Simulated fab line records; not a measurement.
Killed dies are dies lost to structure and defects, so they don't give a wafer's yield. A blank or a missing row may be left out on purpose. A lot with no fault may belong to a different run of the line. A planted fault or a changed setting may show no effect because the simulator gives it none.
Struck lot and sound lot, side by side	flow nandHarc	15 steps out of a route of 1159
Sound: these wafers, L140.3, L140.5, L140.6. Struck: wafer L152.4 (L152.1, L152.3, from the same lot, were not struck and are left out); the cause is given at the end.
Each step with rows lists, per side, the tool, then ch with its chambers, then its first start. Under that, the readings that differ: sound wafers	struck wafers	difference of the means	sigmas: that difference in standard deviations of wafers without a fault.
alike: same words and numbers on both sides, and readings whose means sit less than 2 such deviations apart. not compared: any withheld reading, any reading some wafer has no value for, any bound like >300 that may hide the same value, and any number with overlapping values for which the record gives no deviation.
The two part at a step that has a row with sigmas, a row that says differs or no value, or rows on one side only. Numbers that have no deviation but don't overlap get no sigmas and don't part them. A reading missing from all wafers of one side parts the sides only when that side holds two or more wafers.

first, 6 steps without rows for these wafers: NHARC_A_CONTACT_COAT_36 (resist thk 90 nm); NHARC_A_CONTACT_SOFTBAKE_37 (time 55 s); NHARC_A_CONTACT_EBR_38; NHARC_A_CONTACT_EXPOSE_39 (exposes mask A CC 3); NHARC_A_CONTACT_PEB_40 (peb time 65 s); NHARC_A_CONTACT_DEVELOP_41 (develop time 35 s).
NHARC_A_CONTACT_CD_MEAS_42: target cd 200 nm.
  sound on cdSem-02 ch 0, day 20 22:40; struck on cdSem-02 ch 0, day 22 08:10
  alike: cdNm
NHARC_A_CONTACT_OVL_MEAS_43:
  struck on overlay-02, day 22 08:16; sound on overlay-02, day 20 22:46
  alike: overlayXNm, overlayYNm
NHARC_A_CONTACT_INSPECT_44:
  struck on defectInspect-01, day 22 08:18; sound on defectInspect-01, day 20 22:47
  alike: rawDefectCount
NHARC_A_CONTACT_DESCUM_47: chemistry O2, time 3 s.
  sound on rieDiel-11 ch 1,2,3, day 20 22:52; struck on rieDiel-11 ch 0, day 22 08:22
  alike: drypumpMotorCurrentA, oesProductAu, rfVppV, showerheadPlenumPTorr, throttleValvePct
  not compared: rfHoursCounterH
NHARC_A_CONTACT_ETCH_48: etches the open film in CF4, target depth 39 nm, time 65 s.
  sound on rieDiel-11 ch 0,3, day 20 22:59; struck on rieDiel-11 ch 2, day 22 08:26
  alike: drypumpMotorCurrentA, oesProductAu, rfVppV, runLengthS, showerheadPlenumPTorr, throttleValvePct
  not compared: rfHoursCounterH
NHARC_A_CONTACT_ETCH_49: etches the open film in N2/H2, target depth 260 nm, time 475.3 s.
  sound: rieDiel-11 ch 1,2; struck: rieDiel-11 ch 0
  alike: drypumpMotorCurrentA, n2FlowSccm, oesProductAu, rfVppV, runLengthS, showerheadPlenumPTorr, throttleValvePct
  not compared: rfHoursCounterH
NHARC_A_CONTACT_ETCH_50: etches the open film in CF4/CHF3, target depth 84.7 nm, time 42.4 s.
  sound on rieDiel-11 ch 2,3, day 20 23:33; struck on rieDiel-11 ch 3, day 22 08:56
reading	sound	struck	difference	sigmas
runLengthS (s)	63.7 63.6 63.9	56.5	-7.2	-15
  alike: chf3FlowSccm, drypumpMotorCurrentA, oesProductAu, rfVppV, showerheadPlenumPTorr, throttleValvePct
  not compared: rfHoursCounterH
NHARC_A_CONTACT_ETCH_51: etches the open film in O2/COS, target depth 3600 nm, time 936 s.
  sound: rieDiel-11 ch 0,1; struck: rieDiel-11 ch 0
  alike: drypumpMotorCurrentA, oesProductAu, rfVppV, runLengthS, showerheadPlenumPTorr, throttleValvePct
  not compared: rfHoursCounterH
-- the record jumps here: 4 days lie between the struck wafers' starts before and after (it left off in module A_CONTACT and takes up again in module END, whose first step shown is number 1159 of the route) --
NHARC_END_SORT_01:
  sound on prober-02 ch 0, day 24 21:56; struck on prober-02 ch 0, day 26 16:19
  alike: killedAtArray, killedAtOther, killedAtPeriphery, killedDies, killedOpen, killedShort

## WHERE THEY PART
Within this record, at NHARC_A_CONTACT_ETCH_50 only. Later steps at which nothing parts them and some readings are alike: NHARC_A_CONTACT_ETCH_51, NHARC_END_SORT_01.

WHY: what the simulator had put in
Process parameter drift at NHARC_A_CONTACT_ETCH_50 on rieDiel-11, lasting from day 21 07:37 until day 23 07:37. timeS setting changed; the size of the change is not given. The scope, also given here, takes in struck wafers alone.
